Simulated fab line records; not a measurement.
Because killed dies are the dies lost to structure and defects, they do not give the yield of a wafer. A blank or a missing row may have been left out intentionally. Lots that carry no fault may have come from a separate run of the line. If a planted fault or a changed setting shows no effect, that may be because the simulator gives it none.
Which of the tools did it? ; flow nand harc ; 6 lots with 17 wafers sampled at 5 steps, on a route of 1302 steps

== WHAT THE GAUGES SHOWED, per wafer ==
NHARC_END_SORT_01.
lot;measured;on;killed at array
L305;day 28 19:05;prober-01;189 52 45

== EACH LOT AND THE TOOL THAT RAN IT (in order: tool; ch and the chambers of the sampled wafers; start) ==
lot;NHARC_A_STAIRCASE_ETCH_194;NHARC_A_STAIRCASE_TRIM_220;NHARC_A_STAIRCASE_TRIM_229;NHARC_A_STAIRCASE_TRIM_231
L296;rie diel-07 ch 0,2, day 16 14:43 or earlier;rie diel-04 ch 0,1, day 16 14:43;rie diel-07 ch 1,3, day 16 15:45;rie diel-07 ch 1,2,3, day 16 16:03
L305;rie diel-07 ch 0,1,3, day 20 18:45 or earlier;rie diel-04 ch 0,1,2, day 20 18:45;rie diel-04 ch 0,2,3, day 20 19:46;rie diel-04 ch 0,3, day 20 20:03
L309;rie diel-04 ch 0,3, day 22 00:03 or earlier;rie diel-01 ch 2,3, day 22 00:03;rie diel-04 ch 0,1, day 22 01:18;rie diel-04 ch 0,2, day 22 01:33
L311;rie diel-01 ch 0,2,3, day 22 15:07 or earlier;rie diel-01 ch 1,3, day 22 15:07;rie diel-01 ch 0,2, day 22 16:10;rie diel-01 ch 0,1,2, day 22 16:25
L315;rie diel-01 ch 0,3, day 24 09:15 or earlier;rie diel-04 ch 1,3, day 24 09:15;rie diel-04 ch 1,3, day 24 11:03;rie diel-04 ch 1,3, day 24 11:27
L317;rie diel-04 ch 0,2, day 25 11:26 or earlier;rie diel-04 ch 1,2, day 25 11:26;rie diel-07 ch 1,2,3, day 25 12:43;rie diel-07 ch 2,3, day 25 13:02
- NHARC_A_STAIRCASE_ETCH_194: etches the open film in C4F8/O2, target depth 100 nm, time 40.5 s.
- NHARC_A_STAIRCASE_TRIM_220: chemistry O2, time 211.2 s.
- NHARC_A_STAIRCASE_TRIM_229: chemistry O2, time 211.2 s.
- NHARC_A_STAIRCASE_TRIM_231: chemistry O2, time 211.2 s.

== THE ANSWER, worked out from the rows above alone ==
Rule: usual is defined by the lots themselves. Put in order of their means at a reading, lots are off if they are a third of the lots or fewer, leave a main group of 4 or more, and stand apart from it by a gap of 3 or more times the standard deviation of the main group's means; of several such gaps the widest counts. Not used: any main group whose means are identical at the precision the tables above print for the reading. A lot without any number at a reading at which 4 lots or more have one is off too. Where the step has rows for the other lots, those lots are counted as sound.
None of the lots is off at any reading shown; this tells nothing.

== WHAT HAD BEEN PUT IN BY THE SIMULATOR ==
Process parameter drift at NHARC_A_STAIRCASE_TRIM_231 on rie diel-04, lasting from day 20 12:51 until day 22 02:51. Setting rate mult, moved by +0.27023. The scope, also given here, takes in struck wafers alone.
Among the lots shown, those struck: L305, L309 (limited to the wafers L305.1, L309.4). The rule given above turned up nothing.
